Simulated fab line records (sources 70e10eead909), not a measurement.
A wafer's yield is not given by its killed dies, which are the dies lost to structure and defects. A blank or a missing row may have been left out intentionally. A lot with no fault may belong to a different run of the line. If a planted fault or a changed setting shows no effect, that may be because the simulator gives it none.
fab line records    flow nand-harc
[record] lots = 14  wafers = 41  last-day = 33
route steps=1302 shown A_ZERO_WELL@405 A_ONON_D1@433 END@1302
lots that met no fault: from a run of the same line without faults
start-h: hours from the record's opening day to when the first of the lot's shown wafers began    wait-h: how many hours have passed since the lot's step before this one    " the same as in the row above    L1.1+2: a single row standing in for several wafers    - no value, or no start was given    * or withheld: withheld    < > ~ a bound
route shown NAME@n: NAME is a module with steps in the file, n the number in the route of the first one    usual: average and standard deviation across the fault-free wafers    same: alike in all rows    chamber/n: place in a boat    sites: the reading at each site    _std_site: their standard deviation    _edge_site: inner sites' mean taken away from outer sites' mean    radius-mm: how far each site lies from the wafer's centre    mask NAME#n: copy n    behind: tool/chamber where the wafer was last shaped    hold: why the lot was held/for how many hours/how that ended    device: names the non-switching transistor (n, p or np)    end of line: the same wafers' tests at the end of the route    a step given without rows: its recipe and nothing more    killed: at the first sort, the dies lost to defects and structure; wafer yield is something else    map: a wafer's dies, marking killed ones x, the rest . and places with no die _
set.NAME: the run value of the setting; set.NAME@STEP: its run value at that earlier step    model.NAME: the simulator's own value behind a step, which no gauge read
the route's steps for a sample of lots (tables are steps, rows are wafers)
services: from which hour (start-h, from the record's first day; less than 0 if before it) a tool's chamber was out of use, for how many hours, and why
[[steps]]
[step NHARC_A_ZERO_WELL_ETCH_13]
[recipe] target-depth-a = 1200  time-s = 40.1  hbr-flow-sccm = 150  cl2-flow-sccm = 50  rf-w = 400  icp-w = 400  bias-w = 100  chemistry = HBr/Cl2
[usual] chamber-pressure-mTorr = 15.003/0.014  drypump-motor-current-A = 5.8/0.41  oes-product-au = 1.002/0.0073  rf-fwd-power-W = 394.9/1.8  throttle-valve-pct = 26.406/0.0089
lot.wafer  tool       chamber  start-h  wait-h  chamber-pressure-mTorr  drypump-motor-current-A  oes-product-au  rf-fwd-power-W  rf-hours-counter-h  throttle-valve-pct
L851.3     rie-si-02  2        153.57   -       14.988                  5.2                      1.003           396.9           0.45                26.402
L851.4     "          3        "        "       14.978                  5.6                      1.008           396.8           0.41                26.419
L851.5     "          1        "        "       14.998                  5.8                      0.998           394.8           -                   26.398
L853.4     rie-si-05  2        173.87   -       15.011                  6.0                      1.002           390.4           0.17                26.392
L853.1     "          3        "        "       14.989                  5.6                      1.001           396.0           0.17                26.387
L853.2     "          0        "        "       14.974                  5.3                      0.993           397.0           0.17                26.391
L854.2     rie-si-05  1        181.62   -       15.021                  5.9                      1.002           392.7           0.22                26.387
L854.4     "          3        "        "       14.989                  5.7                      1.011           395.1           0.19                26.406
L854.6     "          1        "        "       15.008                  5.9                      0.995           394.9           -                   26.405
L856.1     rie-si-05  2        197.26   -       15.002                  5.9                      1.007           393.4           0.33                26.399
L856.4     "          3        "        "       15.003                  5.7                      1.002           391.9           -                   26.396
L856.5     "          0        "        "       14.988                  5.3                      0.992           396.1           -                   26.396
L857.4     rie-si-05  0        207.60   -       15.010                  5.3                      1.006           394.9           0.40                26.384
L857.3     "          2        "        "       14.995                  6.0                      1.001           391.9           0.42                26.405
L865.3     rie-si-04  0        285.91   -       15.008                  6.6                      0.995           395.5           0.74                26.411
L865.2     "          1        "        "       15.009                  6.4                      1.001           394.3           0.52                26.417
L865.5     "          0        "        "       15.009                  6.6                      0.994           395.9           -                   26.387
L864.2     rie-si-02  0        286.14   -       15.026                  6.2                      1.007           396.8           0.00                26.397
L864.6     "          3        "        "       15.004                  5.6                      1.006           398.3           -                   26.418
L864.5     "          0        "        "       14.998                  6.2                      1.004           397.7           -                   26.413
L866.2     rie-si-04  2        297.91   -       14.967                  6.1                      0.998           398.5           0.50                26.419
L866.1     "          0        "        "       15.010                  6.6                      0.992           393.1           0.84                26.417
L866.6     "          3        "        "       15.009                  5.7                      0.994           393.1           -                   26.394
L867.2     rie-si-02  0        309.31   -       14.999                  6.3                      1.007           396.1           0.22                26.405
L867.3     "          3        "        "       14.987                  5.5                      1.003           393.2           0.13                26.411
L867.5     "          1        "        "       15.021                  5.8                      1.005           394.0           -                   26.404
L868.4     rie-si-02  0        323.86   -       14.990                  6.2                      1.000           395.7           0.31                26.417
L868.5     "          3        "        "       14.959                  5.5                      1.000           395.6           -                   26.397
L868.6     "          0        "        "       15.011                  6.2                      0.999           395.9           -                   26.396
L869.4     rie-si-02  1        332.63   -       14.992                  5.8                      1.019           394.2           0.35                26.420
L869.5     "          1        "        "       14.984                  5.8                      1.010           392.9           -                   26.401
L869.6     "          2        "        "       14.995                  5.1                      0.998           396.2           -                   26.405
L870.1     rie-si-05  2        334.10   -       14.987                  6.0                      1.003           392.7           0.12                26.401
L870.3     "          3        "        "       15.014                  5.6                      0.988           394.6           0.16                26.405
L870.4     "          0        "        "       14.988                  5.3                      1.000           395.0           0.18                26.410
L871.2     rie-si-02  1        351.97   -       14.996                  5.8                      1.000           396.4           0.50                26.408
L871.1     "          2        "        "       15.011                  5.1                      0.995           395.6           0.39                26.400
L871.6     "          3        "        "       15.016                  5.5                      1.003           395.3           -                   26.415
L873.2     rie-si-05  2        366.94   -       14.998                  6.0                      0.999           392.3           0.41                26.420
L873.1     "          0        "        "       15.022                  5.3                      1.005           395.6           0.39                26.401
L873.5     "          2        "        "       14.987                  6.0                      1.014           391.4           -                   26.409
[step NHARC_A_ONON_D1_THK_MEAS_14]
[recipe] thk-meas-gauge = ellipsometry
[usual] thk-nm = 1000/8.6
lot.wafer  tool           chamber  start-h  wait-h  thk-nm
L851.3     film-metro-02  -        178.02   -       985
L851.4     "              -        "        "       986
L851.5     "              -        "        "       986
L853.1     film-metro-02  -        198.68   -       992
L853.2     "              -        "        "       993
L853.4     "              -        "        "       991
L854.2     film-metro-01  -        207.14   -       1002
L854.4     "              -        "        "       1001
L854.6     "              -        "        "       1002
L856.1     film-metro-02  -        220.68   -       983
L856.4     "              -        "        "       985
L856.5     "              -        "        "       984
L857.3     film-metro-01  -        235.90   -       1002
L857.4     "              -        "        "       1002
L865.2     film-metro-01  -        310.72   -       1001
L865.3     "              -        "        "       1003
L865.5     "              -        "        "       1002
L864.2     film-metro-02  -        310.74   -       989
L864.5     "              -        "        "       991
L864.6     "              -        "        "       988
L866.1     film-metro-01  -        324.44   -       1006
L866.2     "              -        "        "       1007
L866.6     "              -        "        "       1007
L867.2     film-metro-02  -        332.65   -       1007
L867.3     "              -        "        "       1007
L867.5     "              -        "        "       1007
L868.4     film-metro-02  -        349.37   -       998
L868.5     "              -        "        "       1000
L868.6     "              -        "        "       1000
L869.4     film-metro-01  -        356.19   -       1005
L869.5     "              -        "        "       1005
L869.6     "              -        "        "       1005
L870.1     film-metro-02  -        356.23   -       1005
L870.3     "              -        "        "       1007
L870.4     "              -        "        "       1006
L871.1     film-metro-01  -        375.78   -       996
L871.2     "              -        "        "       996
L871.6     "              -        "        "       996
L873.1     film-metro-01  -        393.27   -       1000
L873.2     "              -        "        "       1003
L873.5     "              -        "        "       1003
[step NHARC_A_ONON_D1_DEP_16]
[recipe] target-thk-a = 10000  n2-flow-sccm = 2750  n2o-flow-sccm = 2000  nh3-flow-sccm = 500  sih4-flow-sccm = 210  temp-c = 400
lot.wafer   tool           chamber  start-h  wait-h
L851.3+4+5  pecvd-onon-01  0        185.38   0.2
L853.1+2+4  pecvd-onon-02  0        205.95   0.1
L854.2+4+6  pecvd-onon-01  0        214.46   0.1
L856.1+4+5  pecvd-onon-01  0        227.95   0.1
L857.3+4    pecvd-onon-01  0        243.33   0.2
L865.2+3+5  pecvd-onon-01  0        318.08   0.1
L864.2+5+6  pecvd-onon-02  0        318.08   0.1
L866.1+2+6  pecvd-onon-01  0        334.45   0.1
L867.2+3+5  pecvd-onon-01  0        340.18   0.1
L868.4+5+6  pecvd-onon-01  0        356.79   0.2
L870.1+3+4  pecvd-onon-02  0        363.38   0.1
L869.4+5+6  pecvd-onon-01  0        363.56   0.2
L871.1+2+6  pecvd-onon-01  0        387.39   0.1
L873.1+2+5  pecvd-onon-01  0        400.34   0.1
[step NHARC_A_ONON_D1_THK_MEAS_18]
[recipe] thk-meas-gauge = ellipsometry
[usual] thk-nm = 1001/10
lot.wafer  tool           chamber  start-h  wait-h  thk-nm
L851.3     film-metro-02  -        185.78   -       994
L851.4     "              -        "        "       991
L851.5     "              -        "        "       992
L853.1     film-metro-02  -        206.46   -       1016
L853.2     "              -        "        "       1018
L853.4     "              -        "        "       1016
L854.2     film-metro-02  -        214.91   -       993
L854.4     "              -        "        "       993
L854.6     "              -        "        "       993
L856.1     film-metro-01  -        228.45   -       1018
L856.4     "              -        "        "       1497
L856.5     "              -        "        "       1021
L857.3     film-metro-01  -        243.73   -       997
L857.4     "              -        "        "       1476
L865.2     film-metro-02  -        318.53   -       1004
L865.3     "              -        "        "       1007
L865.5     "              -        "        "       1005
L864.2     film-metro-02  -        318.54   -       1013
L864.5     "              -        "        "       1010
L864.6     "              -        "        "       1010
L866.1     film-metro-02  -        334.96   -       1002
L866.2     "              -        "        "       1002
L866.6     "              -        "        "       1003
L867.2     film-metro-02  -        340.63   -       1000
L867.3     "              -        "        "       1000
L867.5     "              -        "        "       1001
L868.4     film-metro-02  -        357.13   -       995
L868.5     "              -        "        "       997
L868.6     "              -        "        "       995
L869.4     film-metro-02  -        363.89   -       985
L869.5     "              -        "        "       986
L869.6     "              -        "        "       984
L870.1     film-metro-01  -        363.90   -       1024
L870.3     "              -        "        "       1025
L870.4     "              -        "        "       1025
L871.1     film-metro-01  -        387.89   -       997
L871.2     "              -        "        "       997
L871.6     "              -        "        "       995
L873.1     film-metro-01  -        400.86   -       1001
L873.2     "              -        "        "       1002
L873.5     "              -        "        "       1000
[step NHARC_END_SORT_01]
[recipe] temp-c = 25
[usual] killed-at-array = 60/21  killed-at-other = 1.0/1.2  killed-at-periphery = 4.2/2.8  killed-dies = 65/20  killed-open = 3.1/1.8  killed-short = 2.6/1.6
[same] gross-dies = 677
lot.wafer  tool       chamber  start-h  wait-h  killed-at-array  killed-at-other  killed-at-periphery  killed-dies  killed-open  killed-short
L856.1     prober-01  0        609.98   2.5     38               4                3                    45           5            1
L856.4     prober-01  0        612.40   3.4     674              3                0                    677          3            2
L856.5     prober-01  0        613.21   3.7     48               1                4                    53           3            4
L857.3     prober-02  0        624.75   3.1     104              0                7                    111          3            6
L857.4     prober-02  0        625.55   3.4     675              1                1                    677          1            4
// killed by level:class
L856.1 A_SLIT:chamber-film-flake=18 A_CHANNEL_HOLE_D2:chamber-film-flake=10 THIN_TSV:chamber-film-flake=4 P_CONTACT:geometric-particle:open=2 A_STAIRCASE:chamber-film-flake=2 A_M1:chamber-film-flake=2 P_GATE:geometric-particle:open=1 A_DECK1_JOINT:geometric-particle:open=1
L856.4 A_ONON_D1:area-dep=626 A_SLIT:chamber-film-flake=26 A_CHANNEL_HOLE_D2:chamber-film-flake=7 A_CONTACT:chamber-film-flake=4 THIN_TSV:chamber-film-flake=3 A_CHANNEL_FILL_D1:chamber-film-flake=2 A_STAIRCASE:chamber-film-flake=2 A_DECK1_JOINT:geometric-particle:short=1
L856.5 A_SLIT:chamber-film-flake=22 A_CHANNEL_HOLE_D2:chamber-film-flake=6 A_STAIRCASE:chamber-film-flake=6 A_CONTACT:chamber-film-flake=3 P_ZERO_WELL:chamber-film-flake=2 A_CHANNEL_FILL_D1:chamber-film-flake=2 A_M1:chamber-film-flake=2 P_M0:geometric-particle:short=1
L857.3 A_CHANNEL_HOLE_D2:chamber-film-flake=35 A_SLIT:chamber-film-flake=29 A_CHANNEL_HOLE_D1:chamber-film-flake=26 P_ZERO_WELL:chamber-film-flake=4 A_CONTACT:chamber-film-flake=4 A_STAIRCASE:chamber-film-flake=3 P_GATE:geometric-particle:short=2 A_ONON_D1:geometric-particle:short=2
L857.4 A_ONON_D1:area-dep=582 A_CHANNEL_HOLE_D1:chamber-film-flake=33 A_CHANNEL_HOLE_D2:chamber-film-flake=32 A_SLIT:chamber-film-flake=15 A_CONTACT:chamber-film-flake=3 A_M0:chamber-film-flake=3 A_WL_FILL:chamber-film-flake=2 A_SOURCE_PLATE:geometric-particle:short=1
[[services]]
tool           chamber  start-h  hours  kind
rie-si-05      0        137.00   -      clean
rie-si-05      1        137.00   -      clean
rie-si-05      2        137.00   -      clean
rie-si-02      0        179.38   6.1    repair
rie-si-05      1        182.79   19.5   repair
pecvd-onon-02  -        185.29   13.0   pm
rie-si-04      2        187.58   3.4    repair
rie-si-02      1        188.78   6.7    repair
rie-si-04      -        194.84   9.0    pm
pecvd-onon-01  -        269.04   13.0   pm
rie-si-02      -        277.00   9.0    pm
rie-si-02      0        277.00   9.0    vent-cycle
rie-si-02      1        277.00   9.0    vent-cycle
rie-si-02      2        277.00   9.0    vent-cycle
rie-si-02      3        277.00   9.0    vent-cycle
rie-si-04      1        282.89   2.0    repair
rie-si-02      0        286.00   -      clean
rie-si-02      1        286.00   -      clean
rie-si-02      2        286.00   -      clean
rie-si-02      3        286.00   -      clean
rie-si-05      3        302.49   8.8    repair
rie-si-05      -        305.00   9.0    pm
pecvd-onon-02  -        366.29   13.0   pm
rie-si-04      -        371.84   9.0    pm
[[key]]
[first-sign] step = NHARC_A_ONON_D1_THK_MEAS_18  reading = thk-nm  direction = up  sigmas = 47  usual = 1001  struck = 1486
[effect] step = NHARC_END_SORT_01  reading = killed-dies  direction = up  sigmas = 31  usual = 65  struck = 677
[more-kills-born-at] NHARC_A_ONON_D1_DEP_16@pecvd-onon-01 = 1208
met-at NHARC_A_ONON_D1_DEP_16
struck-lots L856,L857
struck-wafers L856.4,L857.4
later-rows-left-out L856.4,L857.4
tester-left-out L856,L857
not-acting-at NHARC_A_ZERO_WELL_ETCH_13,NHARC_A_ONON_D1_THK_MEAS_14
onset-between 214.46 227.95
[fault] kind = process-parameter-drift  tool = pecvd-onon-01  chamber = -  onset-h = 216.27  steps = NHARC_A_ONON_D1_DEP_16  channel = target-thk-a  offset = *  shape = step  end-h = 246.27  scope = struck-wafers-only  acts-in = *  stated = *
// tester-left-out: of these lots the tester's yield and bins aren't shown, on N5 and GAA mostly nor the transistor test; their killed dies are dies lost to structure and defects alone, not to doping, threshold or leakage, so they don't give the yield
// later-rows-left-out: the simulator's readings of these wafers behind a module that went badly wrong aren't trusted and aren't shown, but for the sort
